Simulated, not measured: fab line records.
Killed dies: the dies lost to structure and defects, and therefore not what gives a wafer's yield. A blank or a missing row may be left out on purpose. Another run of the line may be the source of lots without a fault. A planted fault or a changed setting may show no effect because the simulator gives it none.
Matching of chambers + flow n5-finfet + rie-diel-05 running N5_PMOS_HMC_CHANNEL_EPI_DESCUM_14: 4 sister chambers
The step chemistry O2, time 7.9 s. 4 wafers are shown with their chamber, then 9 later ones without.

EACH WAFER AND ITS CHAMBER
| wafer  | chamber | drypump-motor-current-A (A) |
|--------|---------|-----------------------------|
| L087.1 | 3       | 6.1                         |
| L088.1 | 2       | 5.3                         |
| L088.2 | 1       | 6.3                         |
| L088.4 | 0       | 6.0                         |

WAFERS WHOSE CHAMBER IS MISSING
| wafer  | drypump-motor-current-A (A) |
|--------|-----------------------------|
| L089.2 | 6.1                         |
| L089.3 | 6.3                         |
| L089.5 | 6.3                         |
| L090.2 | 6.2                         |
| L090.3 | 6.1                         |
| L090.4 | 5.3                         |
| L095.1 | 5.3                         |
| L095.4 | 6.1                         |
| L095.5 | 5.3                         |

WHICH CHAMBER EACH ONE RAN IN
| wafer  | from the rows above     | in truth                   |
|--------|-------------------------|----------------------------|
| L089.2 | 3                       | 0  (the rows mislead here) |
| L089.3 | 1                       | 1                          |
| L089.5 | 1                       | 1                          |
| L090.2 | can't be placed: 1 or 3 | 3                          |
| L090.3 | 3                       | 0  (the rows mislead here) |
| L090.4 | 2                       | 2                          |
| L095.1 | 2                       | 2                          |
| L095.4 | 3                       | 3                          |
| L095.5 | 2                       | 2                          |
Correctly placed: 6 of 9. Not placeable from these rows: 1 (in 1, the candidates include the true chamber). 2 placed wrongly.
How it was worked out, from the rows above alone: a wafer's distance from a chamber is the root of the sum, over the readings, of the square of ((its reading less the chamber's mean) divided by the reading's scatter). The wafer belongs to the nearest chamber; if the next one is less than 2 further off, it can't be placed. For every chamber, the mean is computed from those of its wafers that are shown. The scatter: with one shown wafer a chamber, the root of the mean of the squares of how far each hidden wafer lies from its nearest shown one.
